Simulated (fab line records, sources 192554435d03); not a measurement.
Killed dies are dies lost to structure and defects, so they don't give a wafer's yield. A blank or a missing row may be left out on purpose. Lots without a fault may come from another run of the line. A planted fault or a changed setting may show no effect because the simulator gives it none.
Chamber matching | flow n5_finfet | N5_BEOL_M6_PECVD_70 on pecvd-02: 3 sister chambers
The step deposits SiO2 from TEOS/O2, target thk 20 nm, time 22.7 s. 3 wafers are shown with their chamber, then 7 later ones without.

WAFERS WITH THEIR CHAMBER
wafer  | chamber | showerhead_plenum_p_Torr (Torr)
L082.5 | 2       | 8.64
L082.6 | 0       | 8.85
L085.4 | 1       | 8.80

WAFERS WITHOUT THEIR CHAMBER
wafer  | showerhead_plenum_p_Torr (Torr)
L085.5 | 8.67
L093.2 | 8.82
L093.3 | 8.67
L093.4 | 8.81
L097.1 | 8.85
L097.4 | 8.85
L097.6 | 8.83

WHICH CHAMBER EACH WENT THROUGH
wafer  | from the rows above     | in truth
L085.5 | 2                       | 2
L093.2 | can't be placed: 1 or 0 | 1
L093.3 | 2                       | 2
L093.4 | can't be placed: 1 or 0 | 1
L097.1 | 0                       | 0
L097.4 | 0                       | 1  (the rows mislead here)
L097.6 | can't be placed: 0 or 1 | 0
Placed correctly: 3 of 7. Can't be placed from these rows: 3 (the true chamber is among the candidates in 3). Placed wrongly: 1.
How it was worked out, from the rows above alone: a wafer's distance from a chamber is the root of the sum, over the readings, of the square of ((its reading less the chamber's mean) divided by the reading's scatter). The wafer belongs to the nearest chamber; if the next one is less than 2 further off, it can't be placed. A chamber's mean is the mean of its shown wafers. The scatter: with one shown wafer a chamber, the root of the mean of the squares of how far each hidden wafer lies from its nearest shown one.
